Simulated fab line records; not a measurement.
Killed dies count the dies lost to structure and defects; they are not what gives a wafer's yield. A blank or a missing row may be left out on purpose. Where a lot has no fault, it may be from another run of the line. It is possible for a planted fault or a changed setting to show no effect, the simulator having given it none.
Code-filled problem report in 8D (eight disciplines) form | flow nandHarc | the parts of the form that need people (team, actions taken, sign-off) are left out

1. THE ISSUE
Wafers without a fault read 300, standard deviation 96; rawDefectCount at NHARC_A_CHANNEL_HOLE_D2_INSPECT_40 reads a mean of 1206 on 6 wafers belonging to 2 lots. That puts it +9.4 standard deviations away from the usual mean.
First seen on wafer L503.2, day 17 20:14, on defectInspect-01. The record has a number at this step for 33 wafers belonging to 11 lots. Rule for "out" (also "out of limits"): further than 4 standard deviations from the usual mean. Any other wafer with a number is counted as sound.

2. WHAT IT IS, WHAT IT ISN'T
question                    | is                                 | is not
which readings at this step | rawDefectCount                     | -
which lots                  | L503, L507                         | L495, L496, L497, L505, L511, L512, L514, L515, L517
which wafers of those lots  | all that have a number             | -
read on which gauges        | defectInspect-01, defectInspect-02 | -
when                        | from day 17 20:14                  | up to then (9 sound wafers); but 18 sound wafers of L505, L511, L512, L514, L515, L517 came after

3. SUSPECTS, AND WHAT RULES EACH OUT
Counting: any tool at a process step up to the reading is kept as a suspect provided that every lot that is out went through it and no sound lot did after the first of them.
- the gauge at NHARC_A_CHANNEL_HOLE_D2_INSPECT_40 has been ruled out. The wafers that are out were read on 2 gauges (defectInspect-01, defectInspect-02).
- rieDiel-06 at NHARC_A_CHANNEL_HOLE_D2_ETCH_16 (etches the open film in O2/COS, target depth 3100 nm, time 806 s): ruled out as a lasting fault. The sound lots L511, L512, L514, L515 went through it after L503, its earliest lot that is out (day 17 04:55).
- harEtch-02 at NHARC_A_CHANNEL_HOLE_D2_ETCH_23 (etches the open film in C4F8/O2/Ar, time 819 s, target depth 1600 nm): ruled out as a lasting fault. The sound lots L505, L514 went through it after L503, its earliest lot that is out (day 17 15:59).
Left after counting: nothing in the record.

4. THE CAUSE (what the simulator had put in)
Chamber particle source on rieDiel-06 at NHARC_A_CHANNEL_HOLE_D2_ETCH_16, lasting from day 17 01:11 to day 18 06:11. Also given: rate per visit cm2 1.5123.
Counting ruled it out, wrongly: the rule takes a fault to strike every lot that its tool runs from its start on, and this one did not.

5. SEQUENCE OF EFFECTS, ordered by route
Each row: a reading where the mean over the struck wafers with a number is more than 3 standard deviations away from the usual. Only readings for which the record gives a usual standard deviation are gone through. hours: the time from each lot's start at the first step in this table that gives one to its start at this step, as a median over the lots. sigmas: the change in usual standard deviations.
hours | step                               | reading        | usual | on struck wafers | change | sigmas
0     | NHARC_A_CHANNEL_HOLE_D2_INSPECT_40 | rawDefectCount | 300   | 1206             | +906   | +9.4
265   | NHARC_END_SORT_01                  | killedAtArray  | 64    | 150              | +86    | +4.8
265   | NHARC_END_SORT_01                  | killedDies     | 68    | 154              | +86    | +4.8

6. HOW IT WOULD HAVE BEEN CAUGHT EARLIER
In this record the first reading out of limits at a measuring or inspecting step was taken at day 17 20:14, 19 hours after the fault began at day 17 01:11.
An alarm limit of 4 standard deviations would not have fired on the tool readings at NHARC_A_CHANNEL_HOLE_D2_ETCH_16 for which the record gives a usual standard deviation, since none of them was out on any struck wafer.
